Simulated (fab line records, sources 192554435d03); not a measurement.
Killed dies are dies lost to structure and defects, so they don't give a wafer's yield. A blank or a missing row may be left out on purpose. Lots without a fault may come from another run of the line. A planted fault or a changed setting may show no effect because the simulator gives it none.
fab line records | flow n5_finfet | part 1 of 2: steps 1 to 4 of 6
record lots=24 wafers=72 last_day=17
route steps=1938 shown BEOL_M5@1187 BEOL_M6@1197
lots that met no fault: from a run of the same line without faults
start_h: hours from the record's first day to the start of the lot's first wafer shown | wait_h: hours since the lot's step before | " the same as in the row above | L1.1+2: a row that stands for several wafers | - no value, or no start given | * or withheld: withheld | < > ~ a bound
route shown NAME@n: a module of which the file shows steps, and the number in the route of the first | usual: mean/standard deviation of fault-free wafers | same: alike in all rows | chamber/n: place in a boat | sites: the reading at each site | _std_site: their standard deviation | _edge_site: outer sites' mean less inner sites' | radius_mm: how far each site lies from the wafer's centre | mask NAME#n: copy n | behind: the tool/chamber that last shaped the wafer | hold: why the lot was held/for how many hours/how that ended | device: the transistor (n, p or np) that didn't switch | end of line: the same wafers' tests at the end of the route | a step without rows: its recipe alone | killed: dies lost to structure and defects at the first sort, not the wafer's yield | map: a wafer's dies, x killed, . not, _ none there
set.NAME: the setting as run; set.NAME@STEP: as run at that earlier step | model.NAME: the simulator's own value behind a step, which no gauge read
steps of the route over a sample of lots; a table a step, a row a wafer
services: from which hour (start_h, from the record's first day; less than 0 if before it) a tool's chamber was out of use, for how many hours, and why
## steps
# step N5_BEOL_M5_THK_MEAS_53
# recipe thk_meas_gauge=xrf reads=Cu_of_BEOL_M5_ECD_50
# usual M5_THK=64.8/1.8
# columns lot.wafer tool chamber start_h wait_h M5_THK[nm]
L074.1 film_metro-02 - 181.79 - 67.8
L074.2 " - " " 64.7
L074.6 " - " " 66.1
L075.2 film_metro-02 - 182.07 - 65.1
L075.3 " - " " 62.8
L075.6 " - " " 64.4
L076.1 film_metro-02 - 188.47 - 66.0
L076.3 " - " " 64.4
L076.4 " - " " 64.0
L077.2 film_metro-02 - 206.58 - 68.2
L077.3 " - " " 66.8
L077.6 " - " " 66.8
L078.1 film_metro-02 - 213.56 - 66.9
L078.2 " - " " 63.1
L078.5 " - " " 67.6
L079.1 film_metro-02 - 215.15 - 64.6
L079.5 " - " " 64.8
L079.6 " - " " 63.7
L080.1 film_metro-01 - 219.39 - 64.0
L080.2 " - " " 67.4
L080.6 " - " " 67.0
L081.3 film_metro-02 - 222.40 - 67.0
L081.4 " - " " 65.3
L081.5 " - " " 66.1
L082.1 film_metro-01 - 234.92 - 62.8
L082.3 " - " " 61.7
L082.4 " - " " 62.8
L083.4 film_metro-01 - 246.95 - 60.7
L083.5 " - " " 63.4
L083.6 " - " " 62.9
L085.1 film_metro-01 - 249.77 - 62.9
L085.3 " - " " 62.8
L085.6 " - " " 65.7
L084.2 film_metro-02 - 252.37 - 67.6
L084.4 " - " " 62.3
L084.5 " - " " 66.0
L086.2 film_metro-02 - 253.11 - 63.9
L086.4 " - " " 61.5
L086.6 " - " " 65.3
L087.1 film_metro-02 - 255.67 - 65.5
L087.3 " - " " 65.6
L087.6 " - " " 66.5
L088.1 film_metro-02 - 258.84 - 64.3
L088.5 " - " " 63.7
L088.6 " - " " 69.3
L091.1 film_metro-02 - 288.85 - 65.3
L091.2 " - " " 64.8
L091.4 " - " " 65.7
L090.2 film_metro-01 - 289.90 - 66.8
L090.5 " - " " 65.2
L090.6 " - " " 63.9
L089.3 film_metro-02 - 290.10 - 63.8
L089.4 " - " " 63.6
L089.5 " - " " 61.9
L093.3 film_metro-02 - 295.58 - 63.4
L093.4 " - " " 61.0
L093.5 " - " " 63.5
L092.2 film_metro-01 - 296.90 - 64.9
L092.3 " - " " 64.9
L092.4 " - " " 67.9
L094.2 film_metro-01 - 310.64 - 63.8
L094.3 " - " " 64.7
L094.5 " - " " 67.8
L095.4 film_metro-02 - 316.03 - 62.5
L095.5 " - " " 63.9
L095.6 " - " " 63.4
L096.2 film_metro-02 - 318.84 - 63.9
L096.3 " - " " 64.2
L096.6 " - " " 64.1
L097.1 film_metro-02 - 323.49 - 67.8
L097.3 " - " " 64.9
L097.4 " - " " 69.3
# step N5_BEOL_M6_PECVD_70
# recipe material=SiO2 target_thk_a=200 temp_c=400 precursor=TEOS/O2 pressure_torr=5.5 rf_w=450 teos_flow_sccm=53.8 gas=O2 flow_sccm=3000 time_s=22.7
# usual heater_power_w=681/80 showerhead_plenum_p_Torr=8.80/0.06 throttle_valve_pct=22.7/0.85
# columns lot.wafer tool chamber start_h wait_h heater_power_w showerhead_plenum_p_Torr throttle_valve_pct
L074.1 pecvd-02 0 182.77 0.0 621 8.69 23.5
L074.2 " 2 " " 662 8.89 22.3
L074.6 " 1 " " 603 8.83 23.4
L075.2 pecvd-03 1 183.17 0.0 849 8.80 22.7
L075.3 " 0 " " 665 8.77 23.2
L075.6 " 1 " " 865 8.81 22.9
L076.1 pecvd-02 0 189.48 0.0 642 8.69 23.4
L076.3 " 1 " " 596 8.78 23.2
L076.4 " 2 " " 668 8.86 22.3
L077.2 pecvd-04 2 207.52 0.0 508 8.82 22.8
L077.3 " 0 " " 757 8.71 22.2
L077.6 " 0 " " 771 8.72 22.1
L078.1 pecvd-03 2 214.49 0.0 679 8.90 21.0
L078.2 " 1 " " 824 8.82 23.0
L078.5 " 2 " " 694 8.87 20.8
L079.1 pecvd-03 2 216.09 0.0 673 8.86 21.1
L079.5 " 0 " " 758 8.79 23.2
L079.6 " 1 " " 798 8.83 22.8
L080.1 pecvd-03 2 220.41 0.0 654 8.85 20.9
L080.2 " 1 " " 762 8.81 23.0
L080.6 " 2 " " 647 8.91 21.0
L081.3 pecvd-04 1 223.43 0.1 694 8.77 22.8
L081.4 " 0 " " 651 8.72 22.2
L081.5 " 1 " " 673 8.78 23.0
L082.1 pecvd-03 0 235.87 0.0 711 8.77 23.4
L082.3 " 2 " " 654 8.90 21.0
L082.4 " 1 " " 784 8.80 22.8
L083.4 pecvd-02 2 248.02 0.1 756 8.86 22.7
L083.5 " 0 " " 574 8.71 23.5
L083.6 " 1 " " 625 8.81 23.3
L085.1 pecvd-03 1 250.70 0.0 762 8.83 22.9
L085.3 " 0 " " 662 8.75 23.3
L085.6 " 0 " " 672 8.75 22.9
L084.2 pecvd-02 0 253.56 0.0 581 8.70 23.5
L084.4 " 1 " " 578 8.77 23.3
L084.5 " 0 " " 586 8.71 23.6
L086.2 pecvd-04 0 254.05 0.0 649 8.71 22.4
L086.4 " 1 " " 672 8.75 22.7
L086.6 " 1 " " 655 8.75 22.7
L087.1 pecvd-03 1 256.60 0.0 826 8.82 22.9
L087.3 " 2 " " 693 8.87 21.0
L087.6 " 1 " " 843 8.79 22.8
L088.1 pecvd-03 0 259.78 0.0 739 8.77 23.4
L088.5 " 1 " " 873 8.81 22.9
L088.6 " 0 " " 765 8.75 23.3
L091.1 pecvd-02 2 289.90 0.0 617 8.88 22.8
L091.2 " 1 " " 577 8.80 23.5
L091.4 " 0 " " 671 8.70 23.4
L090.2 pecvd-02 1 291.12 0.0 621 8.79 23.3
L090.5 " 2 " " 727 8.85 22.6
L090.6 " 1 " " 628 8.79 23.5
L089.3 pecvd-03 2 291.25 0.0 688 8.86 20.9
L089.4 " 0 " " 762 8.76 23.1
L089.5 " 2 " " 701 8.88 20.8
L093.3 pecvd-04 0 296.67 0.0 686 8.74 22.2
L093.4 " 1 " " 681 8.78 22.7
L093.5 " 0 " " 685 8.74 22.5
L092.2 pecvd-03 2 297.89 0.0 624 8.90 21.0
L092.3 " 1 " " 840 8.80 22.6
L092.4 " 1 " " 820 8.78 22.9
L094.2 pecvd-02 0 311.74 0.0 643 8.71 23.5
L094.3 " 1 " " 511 8.80 23.4
L094.5 " 2 " " 636 8.89 22.4
L095.4 pecvd-02 2 316.98 0.1 732 8.88 22.9
L095.5 " 1 " " 600 8.80 23.3
L095.6 " 0 " " 640 8.67 23.4
L096.2 pecvd-02 1 319.78 0.0 600 8.77 23.1
L096.3 " 0 " " 659 8.70 23.7
L096.6 " 2 " " 716 8.88 23.0
L097.1 pecvd-03 1 324.43 0.0 810 8.83 23.1
L097.3 " 2 " " 648 8.87 21.4
L097.4 " 0 " " 733 8.75 23.0
# step N5_BEOL_M6_OVL_MEAS_12
# recipe points_per_wafer=44
# usual M6_OVL=-0.1/0.63
# columns lot.wafer tool chamber start_h wait_h M6_OVL[nm]
L074.1 overlay-01 0 183.49 0.0 -0.3
L074.2 " 0 " " 0.7
L074.6 " 0 " " -0.1
L075.2 overlay-02 0 183.87 0.0 -1.1
L075.3 " 0 " " 0.5
L075.6 " 0 " " -2.1
L076.1 overlay-01 0 191.00 0.0 -0.5
L076.3 " 0 " " 1.3
L076.4 " 0 " " -0.3
L077.2 overlay-01 0 208.89 0.0 -0.7
L077.3 " 0 " " -1.3
L077.6 " 0 " " -0.9
L078.1 overlay-01 0 215.36 0.0 0.2
L078.2 " 0 " " 0.6
L078.5 " 0 " " 0.3
L079.1 overlay-02 0 217.46 0.0 -0.5
L079.5 " 0 " " 0.9
L079.6 " 0 " " -0.5
L080.1 overlay-02 0 222.32 0.0 0.4
L080.2 " 0 " " -0.4
L080.6 " 0 " " 0.5
L081.3 overlay-01 0 225.52 0.0 0.2
L081.4 " 0 " " -1.0
L081.5 " 0 " " 0.1
L082.1 overlay-02 0 238.29 0.0 -0.2
L082.3 " 0 " " 0.9
L082.4 " 0 " " -0.8
L083.4 overlay-01 0 250.59 0.0 -0.5
L083.5 " 0 " " -0.9
L083.6 " 0 " " -0.8
L085.1 overlay-01 0 252.72 0.0 -1.0
L085.3 " 0 " " -1.6
L085.6 " 0 " " -1.1
L084.2 overlay-02 0 255.66 0.0 0.3
L084.4 " 0 " " 0.5
L084.5 " 0 " " -0.1
L086.2 overlay-02 0 255.97 0.0 0.0
L086.4 " 0 " " 0.1
L086.6 " 0 " " 0.1
L087.1 overlay-02 0 259.21 0.0 -0.7
L087.3 " 0 " " 0.5
L087.6 " 0 " " 0.4
L088.1 overlay-02 0 261.78 0.0 -0.6
L088.5 " 0 " " 0.4
L088.6 " 0 " " -0.2
L091.1 overlay-02 0 290.86 0.0 -0.1
L091.2 " 0 " " -0.9
L091.4 " 0 " " -0.2
L090.2 overlay-01 0 292.66 0.0 0.1
L090.5 " 0 " " -0.8
L090.6 " 0 " " -0.4
L089.3 overlay-01 0 292.92 0.0 -0.4
L089.4 " 0 " " 0.5
L089.5 " 0 " " 0.4
L093.3 overlay-02 0 297.17 0.0 -0.5
L093.4 " 0 " " -0.5
L093.5 " 0 " " 1.2
L092.2 overlay-01 0 299.96 0.0 1.1
L092.3 " 0 " " 0.3
L092.4 " 0 " " 0.7
L094.2 overlay-01 0 313.33 0.0 -0.3
L094.3 " 0 " " -0.2
L094.5 " 0 " " 0.1
L095.4 overlay-02 0 317.89 0.0 0.7
L095.5 " 0 " " -0.4
L095.6 " 0 " " 0.5
L096.2 overlay-02 0 321.55 0.0 0.3
L096.3 " 0 " " -0.8
L096.6 " 0 " " 0.0
L097.1 overlay-01 0 325.62 0.0 -0.5
L097.3 " 0 " " -1.0
L097.4 " 0 " " 0.1
# step N5_BEOL_M6_ETCH_72
# recipe chemistry=N2/H2 target=underlayer target_depth_a=65 mask_material=CAR-EUV time_s=5.2 ion_energy_ev=200 pressure_mtorr=30 source_w=840 bias_w=150 n2_flow_sccm=200 h2_flow_sccm=200 ends=cleared
# usual drypump_motor_current_A=5.7/0.43 etch_rf_on_time_s=5.10/0.13 oes_product_au=0.71/0.052 rf_vpp_V=525.2/2.6 showerhead_plenum_p_Torr=2.58/0.087 throttle_valve_pct=17.78/0.26
# columns lot.wafer tool chamber start_h wait_h drypump_motor_current_A etch_rf_on_time_s oes_product_au rf_hours_counter_h rf_vpp_V showerhead_plenum_p_Torr throttle_valve_pct
L075.2 rie_diel-02 0 187.31 0.0 6.4 5.07 0.80 28 522.8 2.49 18.07
L075.3 " 2 " " 5.6 5.19 0.57 246 523.4 2.49 18.00
L075.6 " 0 " " 6.5 5.09 0.78 - 522.6 2.49 18.09
L074.1 rie_diel-03 0 187.34 0.0 6.1 5.27 0.70 99 525.9 2.56 18.23
L074.2 " 3 " " 5.7 5.15 0.71 57 524.9 2.59 17.77
L074.6 " 0 " " 6.2 5.30 0.68 - 524.0 2.56 18.22
L076.1 rie_diel-02 2 192.75 0.0 5.6 5.11 0.58 248 523.5 2.49 17.98
L076.3 " 3 " " 4.9 5.14 0.71 90 524.9 2.58 17.59
L076.4 " 2 " " 5.6 5.15 0.57 - 521.5 2.49 17.98
L077.2 rie_diel-03 1 212.60 0.0 5.6 4.93 0.78 25 525.6 2.69 17.50
L077.3 " 3 " " 5.7 5.08 0.72 65 526.8 2.58 17.76
L077.6 " 0 " " 6.1 5.20 0.70 - 523.1 2.56 18.26
L078.1 rie_diel-06 2 216.47 0.0 5.1 4.98 0.72 46 524.0 2.59 17.57
L078.2 " 1 " " 6.1 5.10 0.67 117 521.8 2.43 17.72
L078.5 " 1 " " 6.1 5.16 0.66 - 521.0 2.43 17.71
L079.1 rie_diel-03 1 221.27 0.0 5.6 5.04 0.76 29 528.8 2.69 17.51
L079.5 " 2 " " 5.5 5.07 0.75 - 525.9 2.71 18.16
L079.6 " 3 " " 5.6 5.12 0.71 - 523.2 2.58 17.80
L080.1 rie_diel-03 2 224.67 0.0 5.5 5.10 0.76 52 529.6 2.71 18.18
L080.2 " 3 " " 5.6 5.17 0.71 69 525.4 2.58 17.77
L080.6 " 3 " " 5.6 5.14 0.71 - 526.9 2.58 17.77
L081.3 rie_diel-02 1 226.63 0.0 5.7 5.04 0.83 3 524.6 2.59 17.40
L081.4 " 1 " " 5.7 5.06 0.83 - 526.6 2.59 17.42
L081.5 " 0 " " 6.4 5.10 0.77 - 522.9 2.48 18.11
L082.1 rie_diel-03 1 240.47 0.0 5.6 5.00 0.76 35 529.0 2.69 17.53
L082.3 " 0 " " 6.1 5.26 0.68 118 525.3 2.55 18.24
L082.4 " 2 " " 5.5 5.07 0.75 57 528.5 2.71 18.19
L083.4 rie_diel-06 1 252.03 0.0 6.1 5.04 0.66 128 522.5 2.43 17.72
L083.5 " 3 " " 5.8 4.81 0.71 - 529.9 2.67 17.64
L083.6 " 0 " " 6.1 5.22 0.69 - 528.1 2.69 17.52
L085.1 rie_diel-03 3 255.00 0.0 5.7 5.11 0.70 79 525.1 2.58 17.77
L085.3 " 2 " " 5.5 4.98 0.74 61 526.8 2.70 18.18
L085.6 " 1 " " 5.6 5.07 0.76 - 528.7 2.68 17.52
L084.2 rie_diel-06 0 258.25 0.0 6.2 5.27 0.68 83 528.9 2.69 17.54
L084.4 " 1 " " 6.1 5.11 0.66 130 520.8 2.43 17.73
L084.5 " 1 " " 6.1 5.14 0.65 - 521.4 2.43 17.73
L086.2 rie_diel-02 1 258.54 0.0 5.7 5.13 0.78 14 522.2 2.59 17.43
L086.4 " 3 " " 4.9 5.17 0.66 118 524.0 2.56 17.59
L086.6 " 1 " " 5.7 5.17 0.78 - 527.2 2.59 17.43
L087.1 rie_diel-03 0 260.46 0.0 6.1 5.31 0.67 124 523.9 2.55 18.26
L087.3 " 2 " " 5.5 5.05 0.73 63 527.5 2.70 18.19
L087.6 " 3 " " 5.6 5.17 0.70 - 528.0 2.58 17.79
L088.1 rie_diel-03 1 264.50 0.0 5.7 4.99 0.75 44 526.4 2.68 17.54
L088.5 " 0 " " 6.2 5.34 0.67 - 526.6 2.55 18.27
L088.6 " 1 " " 5.6 5.00 0.74 - 527.8 2.68 17.53
L091.1 rie_diel-06 0 291.89 0.0 6.1 5.28 0.67 94 527.9 2.69 17.56
L091.2 " 1 " " 6.1 5.12 0.65 140 520.3 2.42 17.77
L091.4 " 2 " " 5.1 5.13 0.69 69 525.6 2.58 17.58
L090.2 rie_diel-02 0 294.65 0.0 6.4 5.03 0.74 70 521.6 2.47 18.15
L090.5 " 2 " " 5.6 4.91 0.82 - 524.1 2.48 17.62
L090.6 " 1 " " 5.7 5.15 0.76 - 525.6 2.58 17.47
L089.3 rie_diel-06 1 295.65 0.0 6.1 5.06 0.65 142 521.8 2.42 17.75
L089.4 " 3 " " 5.8 4.86 0.70 113 527.5 2.66 17.66
L089.5 " 3 " " 5.8 4.84 0.69 - 528.2 2.66 17.67
L093.3 rie_diel-06 2 299.81 0.0 5.1 5.10 0.69 72 525.3 2.58 17.61
L093.4 " 3 " " 5.8 4.84 0.70 115 525.9 2.66 17.68
L093.5 " 2 " " 5.1 5.02 0.70 - 524.4 2.58 17.61
L092.2 rie_diel-06 0 303.08 0.0 6.2 5.23 0.67 99 528.9 2.68 17.57
L092.3 " 3 " " 5.8 4.82 0.71 117 528.6 2.66 17.66
L092.4 " 2 " " 5.1 5.04 0.70 74 523.2 2.58 17.60
L094.2 rie_diel-02 3 316.29 0.0 4.9 5.20 0.65 139 524.5 2.56 17.64
L094.3 " 2 " " 5.6 4.95 0.80 25 522.9 2.47 17.58
L094.5 " 0 " " 6.5 5.09 0.73 - 522.7 2.47 18.17
L095.4 rie_diel-02 1 319.27 0.0 5.7 5.08 0.76 35 523.8 2.58 17.50
L095.5 " 0 " " 6.5 5.08 0.72 - 520.8 2.47 18.16
L095.6 " 3 " " 4.9 5.22 0.64 - 524.2 2.55 17.62
L096.2 rie_diel-06 1 322.68 0.0 6.1 5.12 0.63 151 518.6 2.42 17.77
L096.3 " 3 " " 5.8 4.85 0.70 122 527.7 2.66 17.68
L096.6 " 0 " " 6.1 5.28 0.66 - 529.1 2.68 17.58
L097.1 rie_diel-06 0 326.67 0.0 6.2 5.28 0.67 107 525.6 2.68 17.58
L097.3 " 1 " " 6.1 5.18 0.63 152 522.1 2.42 17.76
L097.4 " 2 " " 5.1 5.08 0.69 80 524.9 2.58 17.58
